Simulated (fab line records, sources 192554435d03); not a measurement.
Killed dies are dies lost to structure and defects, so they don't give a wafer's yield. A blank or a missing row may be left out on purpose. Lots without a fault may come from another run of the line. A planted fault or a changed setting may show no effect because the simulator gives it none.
Split-lot experiment | flow n5_finfet | 7 lots, 21 wafers read, on a route of 1938 steps

THE SPLIT
At N5_BEOL_M1_COAT_61 (time 60 s, resist thk 60 nm), the setting spin_rpm was moved away from the recipe's 1500 rpm on 7 of the 21 wafers read, by -4.3% to +10.5%. The other wafers ran this setting at the recipe's value.

The reading is taken at the split's own step.

THE READING
SOC_of_BEOL_M1_COAT_61.thk_nm (the simulator's own value, which no gauge read), in nm, at N5_BEOL_M1_COAT_61 (time 60 s, resist thk 60 nm). The file gives no usual value for it. The 14 wafers here that ran the recipe average 60.1 nm, standard deviation 0.22 nm.

wafer  | tool, chamber at the split | spin_rpm as run, rpm | against the recipe | SOC_of_BEOL_M1_COAT_61.thk_nm, nm | against lot-mates on the recipe
L079.3 | litho_track-02, 0          | 1500                 | recipe             | 60.2                              | -
L079.5 | litho_track-02, 0          | 1500                 | recipe             | 60.2                              | -
L079.6 | litho_track-02, 0          | 1500                 | recipe             | 60.6                              | -
L080.1 | litho_track-01, 0          | 1570                 | +4.7%              | 58.6                              | -1.4
L080.5 | litho_track-01, 0          | 1500                 | recipe             | 60                                | -
L080.6 | litho_track-01, 0          | 1500                 | recipe             | 60                                | -
L087.1 | litho_track-02, 0          | 1500                 | recipe             | 60                                | -
L087.4 | litho_track-02, 0          | 1435                 | -4.3%              | 61.2                              | +1.2
L087.5 | litho_track-02, 0          | 1435                 | -4.3%              | 61                                | +1.0
L086.1 | litho_track-01, 0          | 1500                 | recipe             | 60.2                              | -
L086.2 | litho_track-01, 0          | 1657                 | +10.5%             | 57.2                              | -3.0
L086.3 | litho_track-01, 0          | 1657                 | +10.5%             | 57.2                              | -3.0
L088.1 | litho_track-02, 0          | 1500                 | recipe             | 60                                | -
L088.6 | litho_track-02, 0          | 1500                 | recipe             | 60                                | -
L088.3 | litho_track-02, 0          | 1500                 | recipe             | 60.2                              | -
L089.2 | litho_track-02, 0          | 1500                 | recipe             | 59.6                              | -
L089.4 | litho_track-02, 0          | 1500                 | recipe             | 59.8                              | -
L089.6 | litho_track-02, 0          | 1637                 | +9.1%              | 57.2                              | -2.5
L093.4 | litho_track-01, 0          | 1500                 | recipe             | 60.2                              | -
L093.5 | litho_track-01, 0          | 1546                 | +3.1%              | 59.4                              | -0.7
L093.6 | litho_track-01, 0          | 1500                 | recipe             | 60                                | -

THE FIT
A straight line over all 21 wafers: SOC_of_BEOL_M1_COAT_61.thk_nm changes by -0.278 nm for each +1% of spin_rpm; r = -0.98; the points scatter about the line by 0.22 nm.
The same after taking each lot's own level away (the mean of its wafers on the recipe; 21 wafers): -0.279 nm for each +1%; r = -0.99; scatter 0.12 nm.
On that fit, the largest move of spin_rpm shifts the reading by 2.9 nm.
The lots' own levels span 59.70 to 60.33 nm, that is 2.9 times the standard deviation above.
So the lot-to-lot level changes the slope little: the two slopes agree.
Check: with one of the wafers moved furthest among these (+10.5%) left out of the fit, the line predicts -2.9 nm for it against its lot-mates. It came out at -3 nm against them.

OTHER SPLITS ON THESE WAFERS
These wafers also went through other splits before the reading. Each is held against what the fit with the lots' levels taken away leaves over:
other split on the same wafers        | wafers away from the commonest value | r with SOC_of_BEOL_M1_COAT_61.thk_nm (lot level and that fit taken away)
N5_HKMG_FIN_PEB_10 peb_time_s         | 11                                   | +0.12
N5_GATE_CUT_ETCH_37 bias_w            | 7                                    | +0.12
N5_MOL_CONTACT_COAG_ALD_27 time_s     | 6                                    | +0.22
N5_MOL_CONTACT_COAG_EXPOSE_81 dose_mj | 6                                    | +0.18
N5_MOL_CONTACT_COAG_ETCH_91 source_w  | 6                                    | +0.19
N5_BEOL_M0_SAQP_COAT_08 spin_rpm      | 7                                    | -0.05
N5_BEOL_M0_ETCH_109 bias_w            | 6                                    | -0.29

THE FILE'S OWN FIT
SOC_of_BEOL_M1_COAT_61.thk_nm changes by -0.279 nm for each +1% of spin_rpm, r = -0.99.
